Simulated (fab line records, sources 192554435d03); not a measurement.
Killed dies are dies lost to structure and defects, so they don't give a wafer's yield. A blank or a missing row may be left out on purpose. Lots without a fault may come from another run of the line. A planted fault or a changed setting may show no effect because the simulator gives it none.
fab line records | flow n5_finfet
record lots=4 wafers=12 last_day=19
route steps=1938 shown BEOL_M0_SAQP@668 BEOL_M0_CUTY@701 BEOL_M4@1111 PASSIVATION@1936
lots that met no fault: from a run of the same line without faults
start_h: hours from the record's first day to the start of the lot's first wafer shown | wait_h: hours since the lot's step before | " the same as in the row above | L1.1+2: a row that stands for several wafers | - no value, or no start given | * or withheld: withheld | < > ~ a bound
route shown NAME@n: a module of which the file shows steps, and the number in the route of the first | usual: mean/standard deviation of fault-free wafers | same: alike in all rows | chamber/n: place in a boat | sites: the reading at each site | _std_site: their standard deviation | _edge_site: outer sites' mean less inner sites' | radius_mm: how far each site lies from the wafer's centre | mask NAME#n: copy n | behind: the tool/chamber that last shaped the wafer | hold: why the lot was held/for how many hours/how that ended | device: the transistor (n, p or np) that didn't switch | end of line: the same wafers' tests at the end of the route | a step without rows: its recipe alone | killed: dies lost to structure and defects at the first sort, not the wafer's yield | map: a wafer's dies, x killed, . not, _ none there
set.NAME: the setting as run; set.NAME@STEP: as run at that earlier step | model.NAME: the simulator's own value behind a step, which no gauge read
lots at some steps of the route; a table a step, a row a wafer
services: from which hour (start_h, from the record's first day; less than 0 if before it) a tool's chamber was out of use, for how many hours, and why
## steps
# step N5_BEOL_M0_SAQP_ETCH_102
# recipe chemistry=CF4 target=SiO2 target_depth_a=40 ion_energy_ev=350 time_s=4.4 pressure_mtorr=10 icp_w=800 bias_w=400 cf4_flow_sccm=80
# step N5_BEOL_M0_SAQP_MANDREL_ETCH_103
# recipe chemistry=HBr/Cl2 target=a-Si target_depth_a=450 bt_time_s=10 stop_on=SiCN mask_material=SiO2 over_etch_frac=0.8 time_s=27 pressure_mtorr=10 icp_w=800 bias_w=75 HBr_flow_sccm=150 Cl2_flow_sccm=80 ends=end_point
# step N5_BEOL_M0_SAQP_RECESS_104
# recipe chemistry=HF/NH3 target=SiO2 target_depth_a=180 afs_cycles=3 temp_c=30 sublimation_temp_c=180 sublimation_time_s=60
# step N5_BEOL_M0_SAQP_COAT_105
# recipe resist=SOC temp_c=250 time_s=60 spin_rpm=1500 resist_thk_nm=100
# step N5_BEOL_M0_SAQP_ETCH_106
# recipe chemistry=N2/H2 target=SOC target_depth_a=1500 stop_on=SiNx ion_energy_ev=100 bias_w=61 pressure_mtorr=30 source_w=850 n2_flow_sccm=200 h2_flow_sccm=200
# step N5_BEOL_M0_SAQP_ETCH_107
# recipe chemistry=CH3F/O2 target=SiNx target_depth_a=300 mask_material=SOC pressure_mtorr=30 source_w=395 bias_w=73 Ar_flow_sccm=150 CH3F_flow_sccm=30 O2_flow_sccm=20 ion_energy_ev=120
# step N5_BEOL_M0_SAQP_STRIP_108
# recipe chemistry=N2/H2 power_w=500 temp_c=40 pressure_mtorr=50 rf_frequency_hz=6e+07 overash_fraction=0.3 bias_power_w=28 h2_frac=0.5 n2_flow_sccm=300 h2_flow_sccm=300
# step N5_BEOL_M0_SAQP_RECESS_109
# recipe chemistry=HF/NH3 target=SiO2 target_depth_a=30 afs_cycles=1 temp_c=30 sublimation_temp_c=180 sublimation_time_s=60
# step N5_BEOL_M0_SAQP_SPACER2_ALD_26
# recipe material=SiO2 target_thk_a=150 temp_c=300 ald_precursor_family=BDEAS ald_co_reactant=O2-plasma pulse_time_s=1 purge_time_s=2 co_reactant_purge_time_s=2 pressure_torr=2
# step N5_BEOL_M0_SAQP_SPACER2_ETCHBACK_27
# recipe chemistry=CHF3/O2 mode=anisotropic_etchback target=SiO2 target_depth_a=225 time_s=11.25 pressure_mtorr=30 source_w=650 bias_w=170 Ar_flow_sccm=200 CHF3_flow_sccm=50 O2_flow_sccm=5 ion_energy_ev=200
# step N5_BEOL_M0_SAQP_MANDREL2_REMOVE_110
# recipe chemistry=HBr/Cl2/O2 bt_time_s=10 target=a-Si stop_on=SiCN endpoint=OES-SiCl over_etch_frac=1 icp_w=600 bias_w=30 HBr_flow_sccm=150 Cl2_flow_sccm=80 O2_flow_sccm=5 pressure_mtorr=10
# step N5_BEOL_M0_SAQP_COAT_69
# recipe resist=SOC temp_c=250 time_s=60 spin_rpm=1500 resist_thk_nm=90
# usual spin_speed_rpm=1500.0/1
# columns lot.wafer tool chamber start_h wait_h spin_speed_rpm model.SOC_of_BEOL_M0_SAQP_COAT_69.thk_nm
L831.1 litho_track-05 0 132.38 0.0 1501.0 90.4
L831.4 " 0 " " 1501.3 90.2
L831.6 " 0 " " 1497.0 90.2
L838.2 litho_track-05 0 172.41 0.0 1616.2 87.4
L838.3 " 0 " " 1617.3 87.4
L838.6 " 0 " " 1616.7 87.6
L840.1 litho_track-05 0 185.52 0.0 1616.8 86.6
L840.5 " 0 " " 1619.2 86.8
L840.6 " 0 " " 1616.5 86.6
L844.1 litho_track-01 0 209.38 0.0 1498.7 90
L844.2 " 0 " " 1499.1 89.8
L844.5 " 0 " " 1499.5 90
# step N5_BEOL_M0_SAQP_COAT_72
# recipe resist=SiARC temp_c=220 time_s=60 spin_rpm=1500 resist_thk_nm=15
# step N5_BEOL_M0_SAQP_COAT_87
# recipe resist=underlayer temp_c=205 time_s=60 spin_rpm=1500 resist_thk_nm=5
# step N5_BEOL_M0_SAQP_COAT_34
# recipe resist=CAR-EUV spin_rpm=1500 resist_thk_nm=30
# step N5_BEOL_M0_SAQP_EBR_36
# recipe solvent=PGMEA ebr_width_mm=1.5
# step N5_BEOL_M0_SAQP_SOFTBAKE_35
# recipe temp_c=110 time_s=60 resist=CAR-EUV
# step N5_BEOL_M0_SAQP_EXPOSE_37
# recipe mask_id=M0_CUT1 na=0.33 source_shape=annular sigma_inner=0.35 sigma_outer=0.8 polarization=unpolarized target_cd_nm=30 dose_mj=44.75
# step N5_BEOL_M0_SAQP_PEB_38
# recipe peb_temp_c=100 peb_time_s=60 resist=CAR-EUV
# step N5_BEOL_M0_SAQP_DEVELOP_39
# recipe develop_time_s=30 developer=TMAH resist=CAR-EUV rinse_liquid=surfactant_rinse dry=air_spin dev_temp_c=23
# step N5_BEOL_M0_SAQP_DESCUM_45
# recipe chemistry=O2 time_s=7 source_power_w=50 bias_power_w=20 pressure_mtorr=20 rf_frequency_hz=2.712e+07 temp_c=40 resist=CAR-EUV o2_flow_sccm=225
# step N5_BEOL_M0_SAQP_ETCH_88
# recipe chemistry=N2/H2 target=underlayer target_depth_a=65 time_s=5.2 ion_energy_ev=200 mask_material=CAR-EUV pressure_mtorr=30 source_w=840 bias_w=150 n2_flow_sccm=200 h2_flow_sccm=200 ends=cleared
# step N5_BEOL_M0_SAQP_ETCH_73
# recipe chemistry=CF4 target=SiARC target_depth_a=195 mask_material=CAR-EUV time_s=32.5 ion_energy_ev=80 pressure_mtorr=40 source_w=545 bias_w=36 Ar_flow_sccm=100 cf4_flow_sccm=100 ends=cleared
# step N5_BEOL_M0_SAQP_CUT_ETCH_46
# recipe chemistry=N2/H2 target=SOC target_depth_a=1350 overetch_a=270 temp_c=40 time_s=202.5 ion_energy_ev=200 mask_material=SiARC pressure_mtorr=30 source_w=840 bias_w=150 n2_flow_sccm=200 h2_flow_sccm=200
# step N5_BEOL_M0_SAQP_STRIP_74
# recipe chemistry=N2/H2 temp_c=40 n2_flow_sccm=200 h2_flow_sccm=200 rf_frequency_hz=6e+07
# step N5_BEOL_M0_SAQP_STRIP_89
# recipe chemistry=N2/H2 temp_c=40 n2_flow_sccm=200 h2_flow_sccm=200 rf_frequency_hz=6e+07
# step N5_BEOL_M0_SAQP_ALD_48
# recipe material=SiO2 target_thk_a=200 temp_c=100 ald_precursor_family=BDEAS ald_co_reactant=O2-plasma pulse_time_s=1 co_reactant_pulse_time_s=1 purge_time_s=2 co_reactant_purge_time_s=2 ald_cycles=139 pressure_torr=2
# step N5_BEOL_M0_SAQP_ETCH_49
# recipe chemistry=CF4/O2 target_depth_a=370 target=SiO2 pressure_mtorr=40 source_w=535 bias_w=49 Ar_flow_sccm=100 cf4_flow_sccm=100 O2_flow_sccm=10 ion_energy_ev=100
# usual drypump_motor_current_A=5.6/0.45 oes_ar_750_au=0.77/0.071 oes_product_au=0.77/0.068 rf_vpp_V=245/7 showerhead_plenum_p_Torr=2.22/0.081 throttle_valve_pct=15.88/0.19
# columns lot.wafer tool chamber start_h wait_h drypump_motor_current_A oes_ar_750_au oes_product_au rf_hours_counter_h rf_vpp_V showerhead_plenum_p_Torr throttle_valve_pct model.SOC_of_BEOL_M0_SAQP_COAT_69.thk_nm
L831.1 rie_diel-05 3 133.71 0.3 5.8 0.78 0.75 152 241 2.11 15.71 71.6
L831.4 " 0 " " 5.0 0.71 0.75 153 252 2.12 15.95 70.8
L831.6 " 0 " " 5.0 0.72 0.74 - 251 2.12 15.98 71.2
L838.2 rie_diel-05 1 175.45 0.4 5.6 0.73 0.73 196 236 2.28 16.03 68.2
L838.3 " 0 " " 5.0 0.70 0.73 167 250 2.12 15.98 68.2
L838.6 " 1 " " 5.6 0.73 0.72 - 235 2.28 16.04 68.4
L840.1 rie_diel-02 2 187.61 0.4 5.0 0.70 0.72 213 238 2.27 15.91 67.4
L840.5 " 2 " " 5.0 0.70 0.72 - 239 2.27 15.89 67.4
L840.6 " 1 " " 6.4 0.79 0.82 - 251 2.32 15.73 67.4
L844.1 rie_diel-06 1 211.19 0.3 5.6 0.81 0.81 91 243 2.30 15.52 71.2
L844.2 " 3 " " 6.0 0.99 0.96 11 246 2.25 15.65 70
L844.5 " 2 " " 5.5 0.70 0.71 - 237 2.20 15.92 70.8
# step N5_BEOL_M0_SAQP_STRIP_75
# recipe chemistry=CF4 resist=SiARC power_w=300 bias_power_w=75 pressure_mtorr=50 cf4_flow_sccm=150 rf_frequency_hz=6e+07
# step N5_BEOL_M0_CUTY_COAT_50
# recipe resist=SiARC temp_c=220 time_s=60 spin_rpm=1500 resist_thk_nm=15
# step N5_BEOL_M0_CUTY_COAT_51
# recipe resist=CAR-ArF-block spin_rpm=1500 resist_thk_nm=150
# step N5_BEOL_M0_CUTY_EBR_52
# recipe solvent=PGMEA ebr_width_mm=1.5
# step N5_BEOL_M0_CUTY_SOFTBAKE_53
# recipe temp_c=110 time_s=60 resist=CAR-ArF-block
# step N5_BEOL_M0_CUTY_EXPOSE_54
# recipe mask_id=M0_ABLK na=1.35 source_shape=conventional sigma_outer=0.8 polarization=unpolarized dose_mj=36
# step N5_BEOL_M0_CUTY_PEB_55
# recipe peb_temp_c=110 peb_time_s=60 resist=CAR-ArF-block
# step N5_BEOL_M0_CUTY_DEVELOP_56
# recipe develop_time_s=30 developer=TMAH resist=CAR-ArF-block rinse_liquid=diw dry=air_spin dev_temp_c=23
# step N5_BEOL_M0_CUTY_ETCH_63
# recipe chemistry=N2/H2 target=SOC target_depth_a=827 overetch_a=165 mask_material=SiARC temp_c=40 ion_energy_ev=200 time_s=124 pressure_mtorr=30 source_w=840 bias_w=150 n2_flow_sccm=200 h2_flow_sccm=200
# usual drypump_motor_current_A=5.67/0.22 oes_product_au=0.66/0.066 rf_vpp_V=524.0/2.3 showerhead_plenum_p_Torr=2.54/0.088 throttle_valve_pct=17.87/0.24
# columns lot.wafer tool chamber start_h wait_h drypump_motor_current_A oes_product_au rf_hours_counter_h rf_vpp_V showerhead_plenum_p_Torr throttle_valve_pct model.etch.depth_nm
L831.1 rie_diel-04 3 134.48 0.0 5.23 0.64 147 526.8 2.66 18.21 71.68
L831.4 " 1 " " 5.88 0.57 - 522.7 2.51 18.16 70.83
L831.6 " 2 " " 5.42 0.59 - 525.4 2.64 18.02 71.2
L838.2 rie_diel-03 2 176.22 0.0 6.02 0.60 167 526.5 2.64 17.83 68.29
L838.3 " 0 " " 5.54 0.57 198 523.9 2.50 17.73 68.16
L838.6 " 3 " " 5.62 0.64 - 522.5 2.42 17.56 68.34
L840.1 rie_diel-04 3 188.28 0.0 5.25 0.59 171 527.1 2.64 18.23 67.38
L840.5 " 1 " " 5.87 0.77 - 522.4 2.51 17.65 67.4
L840.6 " 2 " " 5.42 0.56 - 525.7 2.63 18.05 67.38
L844.1 rie_diel-04 1 211.94 0.0 5.85 0.77 14 522.4 2.50 17.67 71.22
L844.2 " 3 " " 5.24 0.60 180 526.0 2.64 18.25 70.08
L844.5 " 3 " " 5.24 0.60 - 525.1 2.64 18.25 70.87
# step N5_BEOL_M4_RC_MEAS_101
# usual DIBL_N=36.1/2.3 DIBL_P=36/3.2 IOFF_N=0.16/0.045 IOFF_P=0.21/0.049 ION_N=674/14 ION_P=462/8.4 SS_N=71.6/0.83 SS_P=73.2/0.87 VT_N=249/3.8 VT_P=-250/3.4
# columns lot.wafer tool chamber start_h wait_h DIBL_N[mV/V] DIBL_P[mV/V] IOFF_N[nA/um] IOFF_P[nA/um] ION_N[uA/um] ION_P[uA/um] SS_N[mV/dec] SS_P[mV/dec] VT_N[mV] VT_P[mV]
L831.1 prober-01 0 259.92 0.0 38.4 42 0.23 0.32 695 476 71.7 74.3 243 -244
L831.4 " 0 " " 33.2 34 0.12 0.17 682 471 70.8 72.6 252 -250
L831.6 " 0 " " 40.3 43 0.27 0.34 689 469 72.4 74.6 239 -244
L840.1 prober-02 0 297.13 0.0 32.9 32 0.10 0.15 648 454 70.0 72.0 254 -256
L840.5 " 0 " " 35.3 35 0.13 0.18 676 466 71.2 72.4 253 -250
L840.6 " 0 " " 38.4 37 0.19 0.23 682 469 71.9 73.2 249 -250
L838.2 prober-01 0 304.00 0.2 33.9 34 0.14 0.21 671 462 71.7 73.2 249 -247
L838.3 " 0 " " 34.1 35 0.17 0.24 689 477 71.3 72.8 244 -246
L838.6 " 0 " " 34.3 34 0.15 0.22 670 463 71.4 72.3 250 -248
L844.1 prober-01 0 329.43 0.0 38.8 39 0.21 0.25 685 463 72.1 74.5 247 -249
L844.2 " 0 " " 36.9 37 0.18 0.22 684 468 71.4 73.0 245 -251
L844.5 " 0 " " 35.9 35 0.16 0.19 676 459 71.5 73.4 249 -253
# step N5_PASSIVATION_PROBE_49
# usual defect_limited_yield=90.9/1.6 killed_at_M0_to_M3=37/11 killed_at_M4_up=15/5.6 killed_at_contacts=13/6.4 killed_at_front_end=39/11 killed_at_other=4/3.1 killed_dies=107/19 killed_open=71/14 killed_short=34/7.8 sort_bin_4_leakage=0.01/0.053 sort_bin_5_function=5.3/1 sort_bin_6_memory=3.4/0.72 sort_n_pass=1072/20 sort_yield_pct=90.9/1.7
# same gross_dies=1180 killed_at_back_side=0 sort_bin_8_speed[%]=0
# columns lot.wafer tool chamber start_h wait_h defect_limited_yield[%] killed_at_M0_to_M3 killed_at_M4_up killed_at_contacts killed_at_front_end killed_at_other killed_dies killed_open killed_short sort_bin_4_leakage[%] sort_bin_5_function[%] sort_bin_6_memory[%] sort_n_pass sort_yield_pct[%]
L831.1 prober-02 - 368.43 0.0 88.1 43 17 17 55 8 140 88 48 0 6.5 4.2 1040 88.1
L831.4 prober-02 - 368.58 0.2 89.4 39 19 15 50 2 125 68 52 0 6.4 3.6 1055 89.4
L831.6 prober-02 - 368.68 0.3 90.4 40 19 15 32 7 113 74 32 0.17 4.3 4.9 1065 90.3
L840.1 prober-02 - 429.14 0.0 91.2 39 10 10 43 2 104 76 23 0 4.9 3.8 1076 91.2
L840.5 prober-02 - 429.34 0.2 90.7 32 19 19 33 7 110 64 45 0 6.1 3.1 1070 90.7
L840.6 prober-02 - 429.39 0.3 92.9 32 6 18 24 4 84 52 29 0 3.7 3.3 1096 92.9
L838.2 prober-01 - 435.58 0.1 87.7 45 15 16 61 8 145 91 54 0 6.0 5.8 1035 87.7
L838.3 prober-01 - 435.63 0.1 90.1 50 12 11 35 9 117 74 38 0 5.8 3.6 1063 90.1
L838.6 prober-01 - 435.78 0.3 89.4 58 13 4 48 2 125 89 33 0 6.1 3.8 1055 89.4
L844.1 prober-01 - 447.75 0.0 90.6 34 14 22 39 2 111 69 40 0 4.9 3.8 1069 90.6
L844.2 prober-01 - 447.80 0.1 93.2 26 8 14 27 5 80 55 24 0 3.5 3.0 1100 93.2
L844.5 prober-01 - 447.95 0.2 92.5 27 9 22 29 1 88 52 35 0 4.7 2.2 1092 92.5
# killed by level:class
L831.1 FIN_SAQP:geometric_particle:open=22 FIN_SAQP:geometric_particle:short=15 MOL_CONTACT_COAG:geometric_particle:open=13 BEOL_M3:geometric_particle:open=11 BEOL_M0_SAQP:geometric_particle:open=10 BEOL_M0_SAQP:geometric_particle:short=10 BEOL_M4:geometric_particle:open=8 STI_FIN_REVEAL:geometric_particle:open=5
L831.4 FIN_SAQP:geometric_particle:short=15 BEOL_M0_SAQP:geometric_particle:short=12 FIN_SAQP:geometric_particle:open=11 MOL_CONTACT_COAG:geometric_particle:open=11 BEOL_M0_SAQP:geometric_particle:open=11 BEOL_M3:geometric_particle:open=6 BEOL_M4:geometric_particle:open=5 STI_FIN_REVEAL:geometric_particle:open=4
L831.6 MOL_CONTACT_COAG:geometric_particle:open=14 FIN_SAQP:geometric_particle:short=11 BEOL_M3:geometric_particle:open=11 BEOL_M4:geometric_particle:open=11 FIN_SAQP:geometric_particle:open=9 BEOL_M0_SAQP:geometric_particle:open=7 BEOL_M0_SAQP:geometric_particle:short=6 BEOL_M1:geometric_particle:open=5
L840.1 FIN_SAQP:geometric_particle:open=18 STI_FIN_REVEAL:geometric_particle:open=8 MOL_CONTACT_COAG:geometric_particle:open=8 BEOL_M3:geometric_particle:open=8 BEOL_M4:geometric_particle:open=6 BEOL_M0_SAQP:geometric_particle:short=6 BEOL_M2:geometric_particle:open=5 FIN_SAQP:geometric_particle:short=4
L840.5 MOL_CONTACT_COAG:geometric_particle:open=16 BEOL_M4:geometric_particle:open=12 FIN_SAQP:geometric_particle:short=9 BEOL_M3:geometric_particle:open=8 FIN_SAQP:geometric_particle:open=5 BEOL_M0_SAQP:geometric_particle:open=5 STARTING-WAFER:geometric_particle:short=5 STARTING-WAFER:geometric_particle:open=4
L840.6 MOL_CONTACT_COAG:geometric_particle:open=14 FIN_SAQP:geometric_particle:short=9 BEOL_M1:geometric_particle:open=9 FIN_SAQP:geometric_particle:open=7 BEOL_M3:geometric_particle:open=5 BEOL_M1:geometric_particle:short=4 MOL_CONTACT_COAG:geometric_particle:short=3 BEOL_M0_SAQP:geometric_particle:short=3
L838.2 STI_FIN_REVEAL:geometric_particle:open=20 FIN_SAQP:geometric_particle:short=17 MOL_CONTACT_COAG:geometric_particle:open=13 FIN_SAQP:geometric_particle:open=8 BEOL_M3:geometric_particle:open=8 BEOL_M0_SAQP:geometric_particle:short=7 BEOL_M0_SAQP:geometric_particle:open=6 BEOL_M2:geometric_particle:open=6
L838.3 BEOL_M2:geometric_particle:open=15 FIN_SAQP:geometric_particle:short=10 MOL_CONTACT_COAG:geometric_particle:open=9 BEOL_M0_SAQP:geometric_particle:open=9 BEOL_M3:geometric_particle:open=7 FIN_SAQP:geometric_particle:open=6 BEOL_M0_SAQP:geometric_particle:short=6 STI_FIN_REVEAL:geometric_particle:open=5
L838.6 STI_FIN_REVEAL:geometric_particle:open=16 BEOL_M3:geometric_particle:open=14 BEOL_M1:geometric_particle:open=13 BEOL_M2:geometric_particle:open=12 BEOL_M0_SAQP:geometric_particle:short=10 FIN_SAQP:geometric_particle:short=8 DUMMY_GATE:geometric_particle:open=6 BEOL_M4:geometric_particle:open=5
L844.1 MOL_CONTACT_COAG:geometric_particle:open=14 FIN_SAQP:geometric_particle:open=10 BEOL_M0_SAQP:geometric_particle:open=9 BEOL_M1:geometric_particle:open=8 FIN_SAQP:geometric_particle:short=7 MOL_CONTACT_COAG:geometric_particle:short=7 BEOL_M4:geometric_particle:open=6 BEOL_M0_SAQP:geometric_particle:short=5
L844.2 MOL_CONTACT_COAG:geometric_particle:open=10 STI_FIN_REVEAL:geometric_particle:open=7 BEOL_M0_SAQP:geometric_particle:open=7 BEOL_M4:geometric_particle:open=7 GATE_CUT:geometric_particle:open=6 BEOL_M2:geometric_particle:open=5 BEOL_M0_SAQP:geometric_particle:short=4 MOL_CONTACT_COAG:geometric_particle:short=3
L844.5 MOL_CONTACT_COAG:geometric_particle:open=16 BEOL_M0_SAQP:geometric_particle:short=8 BEOL_M3:geometric_particle:open=7 STI_FIN_REVEAL:geometric_particle:open=6 DUMMY_GATE:geometric_particle:open=5 MOL_CONTACT_COAG:geometric_particle:short=5 DUMMY_GATE:geometric_particle:short=4 BEOL_M0_SAQP:geometric_particle:open=4
## services
# columns tool chamber start_h hours kind
rie_diel-03 2 115.16 18.1 repair
rie_diel-04 0 128.41 - clean
rie_diel-04 0 128.41 - consumable_replace:focus_ring
rie_diel-04 0 128.41 18.3 scheduled_down
rie_diel-04 0 128.41 18.3 vent_cycle
litho_track-05 - 135.46 - consumable_replace:filter
rie_diel-06 3 141.41 1.3 repair
rie_diel-04 1 146.94 - clean
rie_diel-04 1 146.94 - consumable_replace:focus_ring
rie_diel-04 1 146.94 28.4 scheduled_down
rie_diel-04 1 146.94 28.4 vent_cycle
rie_diel-06 3 156.83 2.9 repair
rie_diel-06 3 159.87 - clean
rie_diel-02 - 169.40 14.6 pm
litho_track-05 - 181.99 - consumable_replace:filter
rie_diel-05 3 183.44 8.8 repair
rie_diel-02 - 192.18 1.3 repair
rie_diel-03 0 206.78 4.0 repair
rie_diel-04 2 209.91 - clean
rie_diel-04 2 209.91 - consumable_replace:focus_ring
rie_diel-04 2 209.91 14.3 scheduled_down
rie_diel-04 2 209.91 14.3 vent_cycle
rie_diel-02 2 210.62 5.7 repair
rie_diel-06 0 211.17 17.1 repair
## key
first_sign step=N5_BEOL_M0_SAQP_COAT_69 reading=spin_speed_rpm direction=up sigmas=99+ usual=* struck=*
effect none on later readings
model_effect step=N5_BEOL_M0_SAQP_COAT_69 value=SOC_of_BEOL_M0_SAQP_COAT_69.thk_nm without=90.37 struck=87.07
model_effect step=N5_BEOL_M0_SAQP_ETCH_49 value=SOC_of_BEOL_M0_SAQP_COAT_69.thk_nm without=71.13 struck=67.83
model_effect step=N5_BEOL_M0_CUTY_ETCH_63 value=etch.depth_nm without=71.15 struck=67.82
met_at N5_BEOL_M0_SAQP_COAT_69
struck_wafers L838.2,L838.3,L838.6,L840.1,L840.5,L840.6
onset_between 132.38 172.41
fault kind=process_parameter_drift tool=litho_track-05 chamber=- onset_h=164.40 steps=N5_BEOL_M0_SAQP_COAT_69 channel=spin_rpm offset=* shape=step end_h=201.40 acts_in=* stated=*
